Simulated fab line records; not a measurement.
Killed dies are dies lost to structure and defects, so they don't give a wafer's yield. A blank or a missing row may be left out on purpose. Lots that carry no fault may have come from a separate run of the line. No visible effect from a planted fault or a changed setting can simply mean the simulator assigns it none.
fab line records	flow n5-finfet
record lots=9	wafers=27	last-day=18
route steps=1938 shown ILD0@338 SDB@349 BEOL_M4@1111
lots untouched by any fault: they come from a run of this same line in which no faults occurred
start-h: the number of hours between the record's first day and the start of the first shown wafer of the lot	wait-h: time in hours since the lot's previous step	" as in the row above	L1.1+2: one row covering several wafers at once	- value missing, or start not given	* or withheld: withheld	< > ~ a bound
route shown NAME@n: a module of which the file shows steps, and the number in the route of the first	usual: average and standard deviation across the fault-free wafers	same: alike in all rows	chamber/n: place in a boat	sites: the reading at each site	_std_site: the standard deviation of these	_edge_site: mean of outer sites minus mean of inner sites	radius-mm: for every site, how far away it sits from the centre of the wafer	mask NAME#n: copy n	behind: tool/chamber where the wafer was last shaped	hold: what put the lot on hold/how long, in hours/how the hold closed	device: which transistor (n, p or np) failed to switch	end of line: tests run on the same wafers once the route is complete	a step given without rows: its recipe and nothing more	killed: dies lost to structure and defects at the first sort, not the wafer's yield	map: shows each die of a wafer: x if killed, . if not, _ if none is there
set.NAME: setting as actually run; set.NAME@STEP: the setting as run at that earlier step	model.NAME: the simulator's own value behind a step, which no gauge read
a sample of lots followed through the steps of the route, with each step as a table and each wafer as a row
services: a tool's chamber out of use, with start hour (start-h, from the record's first day; less than 0 if before it), hours out, and reason
## steps
# step N5_ILD0_CMP_03
# recipe stop-on=SiNx	t-overpolish-s=1.9	post-cmp-clean=alkaline-brush	down-force-psi=4.1491	platen-rpm=51.796	pad-velocity-m-s=1.0306	target-thk-nm=197.38
# usual motor-current-A=12.0/1.8	overpolish-run-s=1.901/0.0088	platen-rpm=51.79/0.036	time-to-endpoint-s=71/3.4
lot.wafer	tool	chamber	start-h	wait-h	motor-current-A	overpolish-run-s	platen-rpm	time-to-endpoint-s
L426.3	cmp-02	1	75.21	0.1	14.2	1.896	51.80	75
L426.1	"	3	"	"	11.9	1.894	51.83	75
L426.5	"	1	"	"	13.5	1.899	51.78	71
L427.1	cmp-04	2	88.81	0.1	10.4	1.883	51.78	71
L427.5	"	1	"	"	11.0	1.893	51.77	70
L427.6	"	2	"	"	10.1	1.889	51.79	68
L429.4	cmp-02	0	99.59	0.0	10.4	1.907	51.84	70
L429.2	"	3	"	"	11.6	1.901	51.86	75
L429.6	"	0	"	"	10.6	1.899	51.80	71
L432.4	cmp-03	2	111.29	0.1	9.1	1.899	51.72	72
L432.2	"	3	"	"	14.6	1.899	51.80	69
L432.5	"	2	"	"	9.9	1.907	51.76	74
L433.1	cmp-04	1	119.14	0.1	11.3	1.884	51.80	69
L433.2	"	2	"	"	10.1	1.913	51.79	69
L433.5	"	1	"	"	11.0	1.884	51.79	69
L441.4	cmp-04	0	165.01	0.1	13.1	1.890	51.83	72
L441.1	"	1	"	"	11.1	1.906	51.80	70
L441.5	"	2	"	"	10.6	1.899	51.79	68
L443.4	cmp-03	1	180.51	0.0	13.5	1.887	51.74	70
L443.1	"	2	"	"	9.8	1.904	51.83	72
L443.6	"	2	"	"	9.9	1.898	51.83	70
L444.1	cmp-02	2	182.99	0.1	13.6	1.911	51.81	76
L444.5	"	0	"	"	10.9	1.895	51.80	75
L444.6	"	1	"	"	14.4	1.905	51.79	74
L447.2	cmp-04	1	201.64	0.0	11.5	1.909	51.77	64
L447.4	"	2	"	"	10.2	1.901	51.81	66
L447.6	"	1	"	"	11.3	1.898	51.74	64
# step N5_ILD0_CMP_07
# recipe stop-on=poly-Si	material=SiO2_flowable	t-overpolish-s=1.18	post-cmp-clean=alkaline-brush	down-force-psi=4.1491	platen-rpm=51.796	pad-velocity-m-s=1.0306	target-thk-nm=138.88
# usual motor-current-A=12.2/1.8	platen-rpm=51.80/0.032
lot.wafer	tool	chamber	start-h	wait-h	motor-current-A	platen-rpm
L426.1	cmp-04	3	75.53	0.1	11.0	51.80
L426.3	"	1	"	"	11.3	51.82
L426.5	"	3	"	"	10.9	51.84
L427.1	cmp-04	1	89.09	0.0	10.9	51.85
L427.5	"	1	"	"	11.4	51.74
L427.6	"	2	"	"	10.7	51.82
L429.2	cmp-02	1	99.92	0.0	14.4	51.83
L429.4	"	2	"	"	14.3	51.80
L429.6	"	1	"	"	14.7	51.79
L432.4	cmp-02	1	111.57	0.0	13.5	51.84
L432.2	"	2	"	"	14.2	51.81
L432.5	"	1	"	"	15.3	51.77
L433.1	cmp-04	2	119.50	0.1	10.8	51.81
L433.2	"	3	"	"	10.5	51.79
L433.5	"	1	"	"	11.5	51.83
L441.1	cmp-02	1	165.30	0.1	14.3	51.73
L441.4	"	3	"	"	10.9	51.78
L441.5	"	0	"	"	10.6	51.82
L443.1	cmp-02	0	180.83	0.0	11.0	51.77
L443.4	"	3	"	"	11.3	51.82
L443.6	"	0	"	"	11.0	51.83
L444.1	cmp-02	0	183.35	0.1	10.2	51.81
L444.6	"	1	"	"	15.0	51.77
L444.5	"	2	"	"	14.4	51.82
L447.2	cmp-03	2	202.05	0.1	9.5	51.81
L447.4	"	3	"	"	14.8	51.79
L447.6	"	0	"	"	9.8	51.77
# step N5_SDB_COAT_04
# recipe resist=SiARC	temp-c=220	time-s=60	spin-rpm=1500	resist-thk-nm=18
# usual chill-plate-temp-C=22.99/0.11	dispense-pressure-kPa=50.7/1.7	run-length-s=66.14/0.17
lot.wafer	tool	chamber	start-h	wait-h	chill-plate-temp-C	dispense-pressure-kPa	run-length-s
L426.1	litho-track-03	0	79.15	-	23.02	53.3	65.84
L426.3	"	0	"	"	23.16	53.3	65.87
L426.5	"	0	"	"	22.96	53.4	66.00
L427.1	litho-track-01	0	92.75	-	22.92	49.7	66.50
L427.5	"	0	"	"	22.94	49.7	66.25
L427.6	"	0	"	"	22.91	49.6	66.14
L429.2	litho-track-01	0	103.57	-	22.95	49.6	66.17
L429.4	"	0	"	"	22.94	49.6	66.21
L429.6	"	0	"	"	23.13	49.6	66.29
L432.2	litho-track-03	0	115.24	-	22.71	53.4	65.85
L432.4	"	0	"	"	22.90	53.4	65.82
L432.5	"	0	"	"	22.90	53.4	65.95
L433.1	litho-track-02	0	123.08	-	22.82	49.7	66.10
L433.2	"	0	"	"	23.18	49.7	66.09
L433.5	"	0	"	"	22.99	49.7	65.98
L441.1	litho-track-01	0	168.92	-	22.82	49.6	66.37
L441.4	"	0	"	"	22.92	49.6	66.47
L441.5	"	0	"	"	22.86	49.6	66.28
L443.1	litho-track-01	0	184.49	-	22.96	49.6	66.50
L443.4	"	0	"	"	22.97	49.6	66.31
L443.6	"	0	"	"	23.03	49.6	66.24
L444.1	litho-track-01	0	186.89	-	22.97	49.6	89.76
L444.5	"	0	"	"	23.08	49.7	66.18
L444.6	"	0	"	"	23.04	49.6	66.19
L447.2	litho-track-03	0	205.66	-	22.96	53.4	65.96
L447.4	"	0	"	"	23.01	53.4	66.03
L447.6	"	0	"	"	22.92	53.4	66.17
# step N5_SDB_HM_OPEN_20
# recipe chemistry=CH3F/O2	target=SiNx	mask-material=SOC	target-depth-a=240	stop-on=poly-Si	over-etch-frac=0.4	ion-energy-ev=120	pressure-mtorr=30	source-w=395	bias-w=73	Ar_flow_sccm=150	CH3F_flow_sccm=30	O2_flow_sccm=20
# usual drypump-motor-current-A=5.8/0.41	oes-product-au=0.67/0.06	rf-vpp-V=298.3/2	showerhead-plenum-p-Torr=2.01/0.054	throttle-valve-pct=16.37/0.28
lot.wafer	tool	chamber	start-h	wait-h	drypump-motor-current-A	oes-product-au	rf-hours-counter-h	rf-vpp-V	showerhead-plenum-p-Torr	throttle-valve-pct
L426.1	rie-diel-03	0	79.91	0.0	6.0	0.60	186	300.8	2.07	16.61
L426.3	"	3	"	"	5.1	0.60	185	296.5	1.91	16.51
L426.5	"	3	"	"	5.1	0.60	-	296.1	1.91	16.50
L427.1	rie-diel-01	1	93.43	0.0	5.5	0.68	75	296.2	2.03	15.92
L427.5	"	0	"	"	5.5	0.81	-	297.2	1.97	16.51
L427.6	"	1	"	"	5.5	0.69	-	298.3	2.03	15.92
L429.2	rie-diel-03	0	104.31	0.0	6.0	0.60	195	299.5	2.07	16.61
L429.4	"	2	"	"	5.6	0.68	79	299.7	2.11	16.43
L429.6	"	1	"	"	5.8	0.79	-	296.0	2.14	15.96
L432.2	rie-diel-06	3	115.99	0.0	5.4	0.70	63	301.2	2.03	16.15
L432.4	"	1	"	"	5.8	0.70	61	295.9	1.95	16.52
L432.5	"	1	"	"	5.7	0.69	-	295.7	1.95	16.53
L433.1	rie-diel-01	1	123.63	0.0	5.5	0.68	86	297.4	2.02	15.93
L433.2	"	0	"	"	5.5	0.76	11	299.5	1.97	16.53
L433.5	"	1	"	"	5.5	0.68	-	295.9	2.02	15.94
L441.1	rie-diel-01	0	170.32	0.0	5.5	0.72	31	298.2	1.96	16.56
L441.4	"	3	"	"	6.1	0.78	4	298.6	1.96	15.82
L441.5	"	3	"	"	6.1	0.77	-	297.5	1.96	15.83
L443.1	rie-diel-01	1	185.17	0.0	5.5	0.66	110	296.9	2.02	15.98
L443.4	"	0	"	"	5.5	0.74	35	298.0	1.96	16.59
L443.6	"	3	"	"	6.1	0.76	-	296.7	1.96	15.84
L444.1	rie-diel-06	1	187.60	0.0	5.8	0.67	84	294.1	1.94	16.56
L444.5	"	3	"	"	5.4	0.68	-	301.2	2.02	16.18
L444.6	"	0	"	"	5.8	0.63	-	297.3	2.00	16.44
L447.2	rie-diel-01	3	206.61	0.0	6.1	0.73	14	296.5	1.95	15.86
L447.4	"	0	"	"	5.5	0.72	42	298.8	1.96	16.60
L447.6	"	0	"	"	5.5	0.72	-	298.4	1.96	16.60
# step N5_BEOL_M4_RC_MEAS_101
# usual DIBL_N=36.3/1.2	DIBL_P=36.3/1.4	IOFF_N=0.157/0.02	IOFF_P=0.22/0.033	ION_N=675/9.6	ION_P=465/8.2	SS_N=71.4/0.45	SS_P=73.3/0.54	VT_N=249.8/2.5	VT_P=-249/3.2
lot.wafer	tool	chamber	start-h	wait-h	DIBL_N[mV/V]	DIBL_P[mV/V]	IOFF_N[nA/um]	IOFF_P[nA/um]	ION_N[uA/um]	ION_P[uA/um]	SS_N[mV/dec]	SS_P[mV/dec]	VT_N[mV]	VT_P[mV]
L426.1	prober-01	0	187.88	0.0	34.6	34.8	0.128	0.16	665	455	71.2	72.0	251.3	-256
L426.3	"	0	"	"	35.1	34.9	0.132	0.17	662	453	71.7	72.3	251.7	-253
L426.5	"	0	"	"	35.3	35.1	0.137	0.17	668	455	71.2	71.9	253.9	-254
L427.1	prober-01	0	215.64	0.0	36.5	35.2	0.145	0.20	677	465	71.7	73.1	253.5	-251
L427.5	"	0	"	"	37.5	37.4	0.176	0.24	690	477	71.7	73.4	246.0	-247
L427.6	"	0	"	"	36.6	34.6	0.138	0.19	674	460	71.2	73.4	252.7	-251
L429.2	prober-02	0	231.51	0.2	37.3	37.8	0.178	0.22	683	471	72.2	72.9	244.7	-250
L429.4	"	0	"	"	37.8	38.3	0.186	0.24	679	472	72.5	73.4	248.3	-250
L429.6	"	0	"	"	36.0	35.7	0.139	0.19	670	463	71.3	72.7	251.5	-252
L433.1	prober-01	0	232.27	0.4	34.2	35.7	0.151	0.23	686	468	71.2	72.6	248.1	-247
L433.2	"	0	"	"	34.5	36.1	0.159	0.23	670	470	71.8	72.4	245.6	-248
L433.5	"	0	"	"	35.3	37.5	0.177	0.26	692	475	71.6	72.8	247.1	-246
L432.2	prober-01	0	248.07	0.2	37.8	36.3	0.164	0.23	671	462	72.0	73.7	251.0	-246
L432.4	"	0	"	"	37.8	36.7	0.176	0.25	688	474	71.1	73.4	247.2	-245
L432.5	"	0	"	"	37.6	35.7	0.170	0.23	684	472	71.6	73.5	248.2	-247
L441.1	prober-02	0	299.64	0.0	35.0	35.0	0.143	0.25	674	464	72.2	73.6	251.8	-248
L441.4	"	0	"	"	35.3	35.0	0.149	0.23	677	472	71.7	73.6	252.1	-247
L441.5	"	0	"	"	34.5	33.3	0.137	0.21	687	473	71.4	73.2	250.9	-248
L443.1	prober-02	0	300.57	0.2	35.0	35.5	0.126	0.18	653	459	70.5	72.8	254.0	-251
L443.4	"	0	"	"	35.4	36.4	0.127	0.19	661	460	71.3	73.2	254.7	-251
L443.6	"	0	"	"	34.6	35.6	0.115	0.18	658	459	70.8	73.1	254.7	-252
L444.1	prober-02	0	308.98	0.0	38.3	38.4	0.206	0.26	675	463	72.1	74.6	247.8	-247
L444.5	"	0	"	"	37.7	38.6	0.195	0.26	675	467	72.2	73.5	247.5	-249
L444.6	"	0	"	"	38.1	38.6	0.199	0.26	692	474	71.5	73.9	244.4	-245
L447.2	prober-02	0	331.82	0.2	38.2	39.2	0.187	0.29	688	471	71.6	74.1	249.0	-242
L447.4	"	0	"	"	34.8	34.9	0.119	0.20	665	470	70.4	72.6	251.8	-248
L447.6	"	0	"	"	39.5	40.7	0.208	0.34	685	478	71.7	74.1	247.2	-243
## services
tool	chamber	start-h	hours	kind
rie-diel-03	3	57.16	4.1	repair
rie-diel-03	-	65.58	0.2	repair
rie-diel-01	0	70.33	-	clean
rie-diel-01	0	70.33	-	consumable-replace:focus-ring
rie-diel-01	0	70.33	22.1	scheduled-down
rie-diel-01	0	70.33	22.1	vent-cycle
rie-diel-03	1	71.21	-	clean
rie-diel-01	3	105.15	7.8	repair
cmp-04	-	108.90	1.5	repair
cmp-03	-	133.15	4.0	pm
cmp-03	-	137.15	-	consumable-replace:conditioner
cmp-03	-	137.15	-	consumable-replace:pad
rie-diel-01	3	137.44	-	clean
rie-diel-01	3	137.44	-	consumable-replace:focus-ring
rie-diel-01	3	137.44	23.2	scheduled-down
rie-diel-01	3	137.44	23.2	vent-cycle
cmp-03	-	139.82	3.8	repair
cmp-02	-	174.22	1.1	repair
rie-diel-06	-	174.50	0.2	repair
cmp-03	-	186.94	8.3	pm
rie-diel-03	1	191.39	1.3	repair
cmp-04	-	192.11	4.0	pm
cmp-04	-	196.11	-	consumable-replace:conditioner
cmp-04	-	196.11	-	consumable-replace:pad
## key
first-sign step=N5_SDB_COAT_04	reading=run-length-s	direction=up	sigmas=99+	usual=*	struck=*
effect none on later readings
met-at N5_SDB_COAT_04
struck-lots L444
struck-wafers L444.1
not-acting-at N5_ILD0_CMP_03,N5_ILD0_CMP_07,N5_SDB_HM_OPEN_20
onset-between 184.49 186.89
fault kind=process-parameter-drift	tool=litho-track-01	chamber=-	onset-h=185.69	steps=N5_SDB_COAT_04	channel=time-s	offset=*	shape=step	end-h=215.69	scope=struck-wafers-only	acts-in=*	stated=*
